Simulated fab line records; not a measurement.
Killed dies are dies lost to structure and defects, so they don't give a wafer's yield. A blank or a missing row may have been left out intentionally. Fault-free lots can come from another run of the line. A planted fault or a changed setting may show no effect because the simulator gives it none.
The tool behind it: which one? ; flow n5 finfet ; 72 wafers from 24 lots sampled at 6 of the route's 1938 steps

WHAT EACH GAUGE READ, for each wafer
N5_BEOL_M7_CD_MEAS_11 targets a cd of 38.5 nm. Usual: 38.5 nm for cd nm, sd 0.39.
lot;measured;on;cd nm (nm);flag
L074;day 8 21:05;cd sem-03;39.0 38.4 38.2;
L075;day 9 17:04;cd sem-01;38.1 38.2 38.4;
L077;day 9 17:41;cd sem-02;38.4 38.4 37.8;
L076;day 9 17:55;cd sem-03;38.0 38.2 38.6;
L079;day 9 22:25;cd sem-01;38.1 38.5 38.5;
L078;day 9 22:35;cd sem-01;38.3 39.1 37.8;
L080;day 10 12:30;cd sem-02;38.2 38.4 38.4;
L081;day 10 19:58;cd sem-02;38.5 39.2 38.7;
L082;day 10 23:40;cd sem-03;38.3 38.8 38.4;
L083;day 11 05:58;cd sem-01;38.4 38.6 38.8;
L085;day 11 20:44;cd sem-02;39.0 38.8 38.2;
L086;day 12 05:25;cd sem-01;38.6 38.5 38.2;
L084;day 12 07:28;cd sem-02;37.4 37.7 38.3;
L088;day 12 11:19;cd sem-03;38.8 38.5 38.5;
L087;day 12 19:10;cd sem-03;38.1 38.6 38.2;
L089;day 12 19:20;cd sem-02;38.2 38.7 38.8;
L090;day 13 01:26;cd sem-01;38.2 38.0 37.7;
L091;day 13 01:29;cd sem-03;39.7 39.5 39.0;
L093;day 13 12:18;cd sem-01;38.4 38.8 38.7;
L092;day 13 19:18;cd sem-03;38.6 38.4 38.8;
L094;day 14 09:17;cd sem-01;38.3 37.9 38.2;
L095;day 14 14:45;cd sem-02;38.3 38.5 38.4;
L096;day 14 18:46;cd sem-03;38.6 38.7 38.8;
L097;day 15 04:01;cd sem-01;38.3 38.7 39.0;

N5_BEOL_M8_THK_MEAS_01. Usual: M8_ILD_THK typically reads 155.3 nm, with standard deviation 2.
lot;measured;on;M8_ILD_THK (nm);flag
L074;day 9 03:10;film metro-02;150.9 152.9 154.3;
L075;day 9 23:35;film metro-01;155.1 157.3 155.8;
L077;day 10 01:00;film metro-02;153.3 153.6 155.8;
L076;day 10 00:44;film metro-01;154.4 155.9 156.7;
L079;day 10 04:32;film metro-02;152.0 155.7 157.2;
L078;day 10 04:56;film metro-02;156.0 156.6 158.1;
L080;day 10 17:50;film metro-02;155.4 155.5 155.6;
L081;day 11 03:40;film metro-01;153.9 154.9 155.0;
L082;day 11 06:08;film metro-01;155.8 157.9 156.4;
L083;day 11 13:47;film metro-01;155.3 157.0 156.5;
L085;day 12 03:44;film metro-01;154.4 157.7 156.1;
L086;day 12 12:02;film metro-01;158.0 161.1 159.1;
L084;day 12 14:58;film metro-02;154.6 153.8 157.1;
L088;day 12 18:33;film metro-01;154.3 154.3 155.9;
L087;day 12 23:44;film metro-02;152.0 154.1 152.5;
L089;day 13 01:50;film metro-02;155.1 158.1 155.6;
L090;day 13 08:41;film metro-01;155.4 155.3 155.9;
L091;day 13 08:59;film metro-01;153.3 153.0 154.7;
L093;day 13 17:46;film metro-01;153.7 156.9 158.2;
L092;day 14 02:37;film metro-01;155.2 157.4 156.0;
L094;day 14 17:18;film metro-01;154.6 156.9 157.2;
L095;day 14 22:53;film metro-01;152.9 156.1 154.6;
L096;day 15 02:34;film metro-01;152.1 149.3 154.3;
L097;day 15 10:36;film metro-01;158.8 156.8 157.1;

N5_BEOL_M8_CD_MEAS_18: pitch 80 nm, target cd 40 nm. Usual: 39.8 nm for cd nm, sd 0.48.
lot;measured;on;cd nm (nm);flag
L074;day 9 05:49;cd sem-01;40.1 40.3 39.5;
L075;day 10 02:17;cd sem-03;39.7 40.7 40.2;
L077;day 10 02:51;cd sem-01;39.5 39.9 39.2;
L076;day 10 02:49;cd sem-03;39.2 39.7 39.1;
L079;day 10 06:16;cd sem-01;39.2 39.5 39.6;
L078;day 10 06:37;cd sem-02;39.0 39.1 39.1;
L080;day 10 20:23;cd sem-03;39.8 40.3 39.6;
L081;day 11 06:28;cd sem-02;39.6 39.1 39.3;
L082;day 11 07:29;cd sem-01;39.4 40.1 40.4;
L083;day 11 16:15;cd sem-03;40.4 39.9 40.2;
L085;day 12 05:18;cd sem-02;39.2 39.4 39.2;
L086;day 12 13:52;cd sem-01;39.6 39.0 38.4;
L084;day 12 16:14;cd sem-02;40.2 39.4 39.7;
L088;day 12 20:20;cd sem-03;39.9 40.2 40.1;
L087;day 13 01:26;cd sem-02;40.2 40.2 39.9;
L089;day 13 05:06;cd sem-03;40.4 39.7 40.0;
L090;day 13 10:08;cd sem-02;39.4 38.9 39.8;
L091;day 13 10:17;cd sem-02;40.1 40.2 40.3;
L093;day 13 20:07;cd sem-03;40.0 39.7 40.6;
L092;day 14 06:29;cd sem-03;39.1 39.0 39.6;
L094;day 14 19:35;cd sem-02;39.5 40.1 40.1;
L095;day 15 01:40;cd sem-02;40.8 39.7 40.6;
L096;day 15 04:43;cd sem-02;39.8 39.8 39.4;
L097;day 15 12:10;cd sem-01;39.7 40.8 39.7;

N5_BEOL_M8_INSPECT_58: inspects for defects (darkfield). Usual: 68 for raw defect count, sd 22.
lot;measured;on;raw defect count;flag
L074;day 9 14:57;defect inspect-02;67 64 62;
L075;day 10 06:27;defect inspect-01;56 54 74;
L077;day 10 08:53;defect inspect-01;82 85 57;
L076;day 10 09:17;defect inspect-02;77 43 124;
L079;day 10 10:00;defect inspect-01;66 81 62;
L078;day 10 13:34;defect inspect-01;47 55 88;
L080;day 11 03:16;defect inspect-01;62 60 59;
L081;day 11 13:43;defect inspect-01;77 66 75;
L082;day 11 12:55;defect inspect-01;123 63 114;
L083;day 11 21:31;defect inspect-01;90 79 88;
L085;day 12 11:00;defect inspect-02;82 47 52;
L086;day 12 18:43;defect inspect-02;85 76 122;
L084;day 12 21:47;defect inspect-02;67 61 75;
L088;day 13 01:04;defect inspect-01;37 30 68;
L087;day 13 08:06;defect inspect-01;88 49 59;
L089;day 13 09:11;defect inspect-02;79 71 24;
L090;day 13 15:34;defect inspect-01;43 64 41;
L091;day 13 14:47;defect inspect-01;59 76 51;
L093;day 14 01:32;defect inspect-01;61 68 97;
L092;day 14 11:12;defect inspect-02;22 74 83;
L094;day 15 03:01;defect inspect-02;40 36 53;
L095;day 15 05:34;defect inspect-02;56 61 35;
L096;day 15 09:02;defect inspect-01;73 150 81;
L097;day 15 16:56;defect inspect-02;49 67 96;

EACH LOT AND THE TOOL THAT RAN IT (in order: tool; ch and the chambers of the sampled wafers; start)
lot;N5_BEOL_M7_PECVD_70;N5_BEOL_M8_HM_OPEN_17
L074;pecvd-01 ch 1,2, day 8 19:31;rie metal-02 ch 0,1, day 9 05:34
L075;pecvd-01 ch 0,2, day 9 15:32;rie metal-02 ch 0,1, day 10 02:05
L077;pecvd-02 ch 0,1, day 9 15:48;rie metal-01 ch 0,1, day 10 02:39
L076;pecvd-04 ch 0,1, day 9 16:02;rie metal-03 ch 0,1, day 10 02:36
L079;pecvd-02 ch 0,2, day 9 20:52;rie metal-03 ch 0, day 10 06:05
L078;pecvd-01 ch 1,2, day 9 21:05;rie metal-03 ch 0,1, day 10 06:26
L080;pecvd-01 ch 0,2, day 10 09:11;rie metal-01 ch 0,1, day 10 20:07
L081;pecvd-02 ch 0,1, day 10 18:18;rie metal-03 ch 0,1, day 11 06:12
L082;pecvd-01 ch 0,1,2, day 10 22:40;rie metal-02 ch 0,1, day 11 07:17
L083;pecvd-04 ch 1,2, day 11 04:10;rie metal-03 ch 0,1, day 11 15:58
L085;pecvd-02 ch 0,1, day 11 17:45;rie metal-03 ch 1, day 12 05:05
L086;pecvd-04 ch 0,1, day 12 04:49;rie metal-01 ch 0,1, day 12 13:41
L084;pecvd-04 ch 0,1,2, day 12 05:18;rie metal-01 ch 0,1, day 12 16:04
L088;pecvd-01 ch 0,1, day 12 08:58;rie metal-01 ch 0,1, day 12 19:55
L087;pecvd-02 ch 0,1,2, day 12 17:38;rie metal-03 ch 0,1, day 13 01:16
L089;pecvd-02 ch 0,1, day 12 18:16;rie metal-01 ch 0,1, day 13 04:55
L090;pecvd-04 ch 0,2, day 12 22:33;rie metal-01 ch 1, day 13 09:56
L091;pecvd-01 ch 0,1,2, day 13 00:40;rie metal-03 ch 0,1, day 13 10:07
L093;pecvd-02 ch 0,1,2, day 13 09:57;rie metal-02 ch 0,1, day 13 19:56
L092;pecvd-01 ch 0,2, day 13 16:27;rie metal-02 ch 0,1, day 14 06:18
L094;pecvd-04 ch 0,1, day 14 08:35;rie metal-02 ch 0,1, day 14 19:23
L095;pecvd-01 ch 0,1, day 14 11:40;rie metal-01 ch 0,1, day 15 01:29
L096;pecvd-02 ch 0,2, day 14 16:31;rie metal-02 ch 0,1, day 15 04:32
L097;pecvd-01 ch 0,1, day 15 02:23;rie metal-01 ch 0,1, day 15 11:56
- N5_BEOL_M7_PECVD_70: deposits SiO2 from TEOS/O2, target thk 20 nm, time 22.7 s.
- N5_BEOL_M8_HM_OPEN_17: chemistry Cl2/BCl3, target TiN, target depth 20 nm, overetch 6 nm.

WHAT THE TOOLS THEMSELVES READ (means of the sampled wafers that have a number; where no wafer has one, the mark that the record gives instead)
N5_BEOL_M7_PECVD_70. Usual: heater power w 707 W, standard deviation 100; showerhead plenum p Torr 8.78 Torr, standard deviation 0.06; susceptor temp C 400.00 C, standard deviation 0.2; throttle valve pct 22.4 %, standard deviation 1.4.
lot;tool;heater power w (W);showerhead plenum p Torr (Torr);susceptor temp C (C);throttle valve pct (%);flag
L074;pecvd-01;613;8.79;399.93;21.9;
L075;pecvd-01;707;8.78;400.07;22.2;
L077;pecvd-02;783;8.72;399.83;24.1;
L076;pecvd-04;759;8.85;400.10;21.5;
L079;pecvd-02;715;8.70;399.80;23.2;
L078;pecvd-01;651;8.80;400.16;21.8;
L080;pecvd-01;648;8.78;400.22;22.3;
L081;pecvd-02;849;8.70;400.01;24.4;
L082;pecvd-01;683;8.81;399.74;22.4;
L083;pecvd-04;680;8.80;400.09;20.8;
L085;pecvd-02;832;8.68;399.95;24.5;
L086;pecvd-04;809;8.85;400.02;21.4;
L084;pecvd-04;737;8.82;400.20;21.3;
L088;pecvd-01;723;8.82;399.99;23.3;
L087;pecvd-02;735;8.74;400.02;23.2;
L089;pecvd-02;816;8.69;399.91;24.4;
L090;pecvd-04;735;8.85;400.05;21.8;
L091;pecvd-01;647;8.80;400.14;22.4;
L093;pecvd-02;682;8.75;400.04;23.1;
L092;pecvd-01;721;8.81;399.70;23.1;
L094;pecvd-04;726;8.80;400.07;21.1;
L095;pecvd-01;686;8.84;400.10;23.1;
L096;pecvd-02;814;8.71;399.75;23.4;
L097;pecvd-01;711;8.81;399.91;23.2;

N5_BEOL_M8_HM_OPEN_17. Usual: drypump motor current A 5.9 A, standard deviation 0.42; oes product au 0.62 a.u., standard deviation 0.071; throttle valve pct 22.35 %, standard deviation 0.18.
lot;tool;drypump motor current A (A);oes product au (a.u.);throttle valve pct (%);flag
L074;rie metal-02;6.2;0.57;22.57;
L075;rie metal-02;6.2;0.56;22.57;
L077;rie metal-01;5.6;0.60;22.20;
L076;rie metal-03;6.1;0.70;22.42;
L079;rie metal-03;6.1;0.66;22.50;
L078;rie metal-03;6.0;0.74;22.36;
L080;rie metal-01;5.3;0.60;22.17;
L081;rie metal-03;6.1;0.72;22.35;
L082;rie metal-02;6.2;0.56;22.58;
L083;rie metal-03;6.1;0.72;22.36;
L085;rie metal-03;6.0;0.74;22.30;
L086;rie metal-01;5.6;0.59;22.20;
L084;rie metal-01;5.3;0.60;22.18;
L088;rie metal-01;5.3;0.60;22.19;
L087;rie metal-03;6.1;0.67;22.44;
L089;rie metal-01;5.3;0.59;22.19;
L090;rie metal-01;5.9;0.58;22.22;
L091;rie metal-03;6.1;0.67;22.46;
L093;rie metal-02;6.1;0.55;22.44;
L092;rie metal-02;6.2;0.55;22.58;
L094;rie metal-02;6.1;0.54;22.45;
L095;rie metal-01;5.3;0.59;22.19;
L096;rie metal-02;6.2;0.54;22.59;
L097;rie metal-01;5.6;0.58;22.21;

THE ANSWER, worked out from the rows above alone
Rule: lot off if the mean of its wafers having a number is beyond 3 standard deviations from the usual mean. Also off: a lot with no number at a reading for which 4 or more lots have one. Where the step has rows for the other lots, those lots are counted as sound. After the gauges, taken in route order, come the tools' own readings; for these a lot's mean is taken, as printed above. The first step at which some lot is off is used, and at that step the reading that is off furthest; a lot without a number counts as furthest.
None of the lots is off at any reading shown; this tells nothing.

WHAT HAD BEEN PUT IN BY THE SIMULATOR
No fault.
